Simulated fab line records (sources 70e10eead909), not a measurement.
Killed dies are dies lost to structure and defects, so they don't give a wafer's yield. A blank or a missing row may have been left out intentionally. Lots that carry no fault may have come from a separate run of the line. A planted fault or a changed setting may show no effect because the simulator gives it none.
What tool caused it? :: flow nand-harc :: Sampling: 6 lots, 18 wafers, 4 of 1302 route steps

== WHAT EACH GAUGE READ, for each wafer ==
NHARC_P_GATE_CD_MEAS_59 targets a cd of 720 nm.
lot: L143
measured: day 6 00:49
on: cd-sem-01
cd-nm (nm): 719.4 719.9 720.0

lot: L145
measured: day 7 03:22
on: cd-sem-01
cd-nm (nm): 718.9 717.4 719.2

lot: L148
measured: day 7 23:53
on: cd-sem-03
cd-nm (nm): 723.6 722.8 721.7

lot: L151
measured: day 9 01:19
on: cd-sem-03
cd-nm (nm): 719.3 718.8 718.4

lot: L152
measured: day 9 13:46
on: cd-sem-02
cd-nm (nm): 720.6 722.0 719.1

lot: L156
measured: day 11 17:33
on: cd-sem-02
cd-nm (nm): - - -

== WHAT TOOL EACH LOT RAN ON (gives the tool, then ch and the chambers of the sampled wafers, and finally the start) ==
lot: L143
NHARC_P_GATE_HM_OPEN_105: rie-diel-12 ch 0,2, day 5 11:48 or earlier
NHARC_P_GATE_STRIP_108: rie-diel-12 ch 2,3, day 5 11:48
NHARC_P_GATE_EXPOSE_56: krf-scanner-03 ch 0, day 6 00:40

lot: L145
NHARC_P_GATE_HM_OPEN_105: rie-diel-03 ch 0,1,2, day 6 14:37 or earlier
NHARC_P_GATE_STRIP_108: rie-diel-12 ch 0,1,2, day 6 14:37
NHARC_P_GATE_EXPOSE_56: krf-scanner-04 ch 0, day 7 03:13

lot: L148
NHARC_P_GATE_HM_OPEN_105: rie-diel-07 ch 1,2,3, day 7 11:02 or earlier
NHARC_P_GATE_STRIP_108: rie-diel-12 ch 1,2,3, day 7 11:02
NHARC_P_GATE_EXPOSE_56: krf-scanner-04 ch 0, day 7 23:44

lot: L151
NHARC_P_GATE_HM_OPEN_105: rie-diel-03 ch 0,1,3, day 8 12:37 or earlier
NHARC_P_GATE_STRIP_108: rie-diel-12 ch 1,2, day 8 12:37
NHARC_P_GATE_EXPOSE_56: krf-scanner-03 ch 0, day 9 01:10

lot: L152
NHARC_P_GATE_HM_OPEN_105: rie-diel-07 ch 0,1,3, day 9 00:53 or earlier
NHARC_P_GATE_STRIP_108: rie-diel-03 ch 0,2,3, day 9 00:53
NHARC_P_GATE_EXPOSE_56: krf-scanner-03 ch 0, day 9 13:37

lot: L156
NHARC_P_GATE_HM_OPEN_105: rie-diel-07 ch 0,1,2, day 11 04:40 or earlier
NHARC_P_GATE_STRIP_108: rie-diel-03 ch 0,1,3, day 11 04:40
NHARC_P_GATE_EXPOSE_56: krf-scanner-03 ch 0, day 11 17:23
- NHARC_P_GATE_HM_OPEN_105: chemistry O2/COS, target depth 360 nm.
- NHARC_P_GATE_STRIP_108: strips in O2.
- NHARC_P_GATE_EXPOSE_56: exposes mask P PSD, target cd 720 nm.

== THE ANSWER, worked out from the rows above alone ==
Rule: usual is defined by the lots themselves. The widest of any qualifying gaps counts: lots, ordered by their means at a reading, are off when they make up no more than a third of the lots, leave a main group of 4 or more, and stand apart from it by 3 or more times the standard deviation of that group's means. The tables above print the reading to a certain number of digits; a main group whose means all agree to those digits is not used. A lot without any number at a reading at which 4 lots or more have one is off too. Where the step has rows for the other lots, those lots are counted as sound.
Off at NHARC_P_GATE_CD_MEAS_59 (cd-nm): L156. Without a number there: L156. Main group: mean 720.1 nm, sd 1.5.
If a tool, at a process step before that reading, ran all the lots that are off and no sound lot after the first of them, it fits. Gauges at NHARC_P_GATE_CD_MEAS_59: tried the same way as those tools. NHARC_P_GATE_HM_OPEN_105 gives no start for some lots, so the hours and the order of its lots are those of NHARC_P_GATE_STRIP_108. Can't be told from this: 4 tools fit, rie-diel-07 at NHARC_P_GATE_HM_OPEN_105, rie-diel-03 at NHARC_P_GATE_STRIP_108, krf-scanner-03 at NHARC_P_GATE_EXPOSE_56, cd-sem-02 at NHARC_P_GATE_CD_MEAS_59.

== WHAT THE SIMULATOR HAD INSERTED ==
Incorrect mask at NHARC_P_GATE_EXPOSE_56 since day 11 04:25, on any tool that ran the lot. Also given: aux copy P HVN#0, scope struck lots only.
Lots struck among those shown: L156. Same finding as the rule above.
